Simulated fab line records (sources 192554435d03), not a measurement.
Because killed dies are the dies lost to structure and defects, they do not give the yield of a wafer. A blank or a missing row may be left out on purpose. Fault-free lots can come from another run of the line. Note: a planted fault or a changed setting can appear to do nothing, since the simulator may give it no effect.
Matching of chambers :: flow n5Finfet :: 4 sister chambers for N5_FIN_SAQP_ETCH_67 on rieDiel-06
The step etches SiNx in CH3F/O2, target depth 30 nm. 14 wafers are shown with their chamber, then 7 later ones without.

WAFERS PAIRED WITH THEIR CHAMBERS
wafer: L076.2
chamber: 0
showerheadPlenumPTorr (Torr): 1.93
oes_ar_750_au (a.u.): 0.81
drypumpMotorCurrentA (A): 5.5

wafer: L076.4
chamber: 2
showerheadPlenumPTorr (Torr): 1.97
oes_ar_750_au (a.u.): 0.95
drypumpMotorCurrentA (A): 5.9

wafer: L076.5
chamber: 2
showerheadPlenumPTorr (Torr): 1.97
oes_ar_750_au (a.u.): 0.95
drypumpMotorCurrentA (A): 5.8

wafer: L077.4
chamber: 1
showerheadPlenumPTorr (Torr): 1.98
oes_ar_750_au (a.u.): 0.71
drypumpMotorCurrentA (A): 5.5

wafer: L077.5
chamber: 3
showerheadPlenumPTorr (Torr): 2.10
oes_ar_750_au (a.u.): 0.77
drypumpMotorCurrentA (A): 5.5

wafer: L077.6
chamber: 2
showerheadPlenumPTorr (Torr): 1.96
oes_ar_750_au (a.u.): 0.94
drypumpMotorCurrentA (A): 5.9

wafer: L079.1
chamber: 2
showerheadPlenumPTorr (Torr): 1.96
oes_ar_750_au (a.u.): 0.93
drypumpMotorCurrentA (A): 5.8

wafer: L079.5
chamber: 3
showerheadPlenumPTorr (Torr): 2.10
oes_ar_750_au (a.u.): 0.77
drypumpMotorCurrentA (A): 5.5

wafer: L079.6
chamber: 0
showerheadPlenumPTorr (Torr): 1.93
oes_ar_750_au (a.u.): 0.81
drypumpMotorCurrentA (A): 5.5

wafer: L083.1
chamber: 2
showerheadPlenumPTorr (Torr): 1.96
oes_ar_750_au (a.u.): 0.93
drypumpMotorCurrentA (A): 5.9

wafer: L083.2
chamber: 3
showerheadPlenumPTorr (Torr): 2.10
oes_ar_750_au (a.u.): 0.75
drypumpMotorCurrentA (A): 5.5

wafer: L083.5
chamber: 0
showerheadPlenumPTorr (Torr): 1.92
oes_ar_750_au (a.u.): 0.80
drypumpMotorCurrentA (A): 5.5

wafer: L085.2
chamber: 3
showerheadPlenumPTorr (Torr): 2.10
oes_ar_750_au (a.u.): 0.76
drypumpMotorCurrentA (A): 5.5

wafer: L085.4
chamber: 2
showerheadPlenumPTorr (Torr): 1.96
oes_ar_750_au (a.u.): 0.92
drypumpMotorCurrentA (A): 5.9

SIGNATURES (averages over the wafers above)
reading: showerheadPlenumPTorr
chamber 0: 1.9267
chamber 1: 1.9800
chamber 2: 1.9633
chamber 3: 2.1000
scatter within a chamber: 0.00447

reading: oes_ar_750_au
chamber 0: 0.8067
chamber 1: 0.7100
chamber 2: 0.9367
chamber 3: 0.7625
scatter within a chamber: 0.0104

reading: drypumpMotorCurrentA
chamber 0: 5.500
chamber 1: 5.500
chamber 2: 5.867
chamber 3: 5.500
scatter within a chamber: 0.0365
Rule: for each reading, subtract the chamber's mean from the wafer's reading, divide by that reading's scatter and square the result; add these up over the readings and take the root, which gives the wafer's distance from the chamber. The wafer belongs to the nearest chamber; if the next one is less than 2 further off, it can't be placed. The scatter: take each reading less its chamber's mean, square it, sum over the shown wafers, divide by the number of wafers less the number of chambers, and take the root.

WAFERS WITHOUT THEIR CHAMBER
wafer: L085.5
showerheadPlenumPTorr (Torr): 1.92
oes_ar_750_au (a.u.): 0.80
drypumpMotorCurrentA (A): 5.6

wafer: L095.1
showerheadPlenumPTorr (Torr): 1.95
oes_ar_750_au (a.u.): 0.89
drypumpMotorCurrentA (A): 5.9

wafer: L095.3
showerheadPlenumPTorr (Torr): 2.09
oes_ar_750_au (a.u.): 0.74
drypumpMotorCurrentA (A): 5.5

wafer: L095.5
showerheadPlenumPTorr (Torr): 1.97
oes_ar_750_au (a.u.): 0.97
drypumpMotorCurrentA (A): 5.5

wafer: L096.1
showerheadPlenumPTorr (Torr): 1.92
oes_ar_750_au (a.u.): 0.78
drypumpMotorCurrentA (A): 5.5

wafer: L096.3
showerheadPlenumPTorr (Torr): 1.95
oes_ar_750_au (a.u.): 0.89
drypumpMotorCurrentA (A): 5.8

wafer: L096.6
showerheadPlenumPTorr (Torr): 1.97
oes_ar_750_au (a.u.): 0.96
drypumpMotorCurrentA (A): 5.6

EACH ONE'S CHAMBER
wafer: L085.5
from the rows above: 0
in truth: 0

wafer: L095.1
from the rows above: 2
in truth: 2

wafer: L095.3
from the rows above: 3
in truth: 3

wafer: L095.5
from the rows above: 2
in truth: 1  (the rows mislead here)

wafer: L096.1
from the rows above: 0
in truth: 0

wafer: L096.3
from the rows above: 2
in truth: 2

wafer: L096.6
from the rows above: 2
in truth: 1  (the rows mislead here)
Correct placement for 5 of the 7. Number that these rows cannot place: 0. Wrongly placed: 2.
